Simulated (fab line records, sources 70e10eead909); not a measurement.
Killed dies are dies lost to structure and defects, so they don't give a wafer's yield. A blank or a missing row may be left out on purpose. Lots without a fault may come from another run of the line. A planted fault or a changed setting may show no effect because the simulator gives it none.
A struck lot beside a sound one | flow nand_harc | 14 steps out of a route of 1302
Sound: wafers L373.2, L373.3, L373.6. Struck: wafer L381.1. (L381.3, L381.6 of the same lot were not struck and are left out.) The cause comes at the end.
At each step with rows: each side's tool, then ch and its chambers, then its first start. Under that, the readings that differ: sound wafers | struck wafers | difference of the means | sigmas: that difference in standard deviations of wafers without a fault.
alike: readings whose means differ by less than 2 such deviations, and words and numbers that are the same on both sides. not compared: withheld readings, readings that some wafer has no value for, bounds like >300 that may hide the same value, and numbers for which the record gives no deviation and whose values overlap.
The two part at a step that has a row with sigmas, a row that says differs or no value, or rows on one side only. Numbers that don't overlap but have no deviation are shown without sigmas and don't part them. A reading that every wafer of one side lacks parts them only if that side has two wafers or more.

NHARC_P_STI_ETCH_42: etches the open film in N2/H2, target depth 80 nm, overetch 24 nm, time 61 s.
  sound on rie_diel-07 ch 0,1, day 3 08:29; struck on rie_diel-07 ch 0, day 6 14:58
  alike: drypump_motor_current_A, n2_flow_sccm, oes_product_au, rf_vpp_V, showerhead_plenum_p_Torr, throttle_valve_pct
  not compared: rf_hours_counter_h
NHARC_P_STI_ETCH_31: etches the open film in CF4/CHF3, target depth 108.9 nm, time 54.5 s.
  sound on rie_diel-07 ch 0,3; struck on rie_diel-07 ch 1
  alike: drypump_motor_current_A, oes_product_au, rf_vpp_V, showerhead_plenum_p_Torr, throttle_valve_pct
  not compared: rf_hours_counter_h
NHARC_P_STI_ETCH_15: etches the open film in HBr/Cl2, target depth 300 nm, time 100.1 s.
  sound on rie_si-06 ch 1,3, day 3 08:41; struck on rie_si-01 ch 1, day 6 15:08
  alike: drypump_motor_current_A, hbr_flow_sccm, oes_product_au, throttle_valve_pct
  not compared: rf_hours_counter_h
NHARC_P_STI_CD_MEAS_16:
  sound on cd_sem-03, day 3 08:52; struck on cd_sem-03, day 6 15:18
  alike: cd_nm
NHARC_P_STI_OCD_MEAS_17:
  sound on ocd-02, day 3 08:58; struck on ocd-01, day 6 15:23
  alike: trench_depth_nm, trench_foot_cd_nm
then, 3 steps without rows for these wafers: NHARC_P_STI_STRIP_19 (strips in SPM, time 900 s); NHARC_P_STI_PRECLEAN_32 (cleans in SC1); NHARC_P_STI_SRD_23.
NHARC_P_STI_OCD_MEAS_43:
  sound on ocd-01, day 3 09:28; struck on ocd-02, day 6 15:59
  alike: trench_depth_nm, trench_foot_cd_nm
then, 3 steps without rows for these wafers: NHARC_P_STI_OXIDE_33 (material SiO2, target thk 10 nm, ox time 281 s); NHARC_P_STI_HDPCVD_20 (deposits SiO2); NHARC_P_STI_ANNEAL_34 (time 1800 s).
NHARC_P_STI_CMP_21: polishes, t overpolish 20 s, target thk 380.67 nm.
  sound on cmp-01 ch 1,2,3, day 4 08:03; struck on cmp-04 ch 1, day 7 12:23
  reading              | sound                | struck | difference | sigmas
  overpolish_run_s (s) | 20.000 19.995 20.002 | 65.370 | +45.371    | +99 or more
  t_overpolish_s (s)   | 20 20 20             | 65.378 | +45.378    |
  alike: motor_current_A, slurry_filter_dp_kPa
then, 1 step without rows for these wafers: NHARC_END_SORT_01.

WHERE THEY PART
Only at NHARC_P_STI_CMP_21, within this record.

WHY: what the simulator had put in
Process parameter drift: cmp-04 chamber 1, from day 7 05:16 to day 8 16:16, at NHARC_P_STI_CMP_21. Setting t_overpolish_s, moved by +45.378, from 20. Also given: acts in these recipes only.
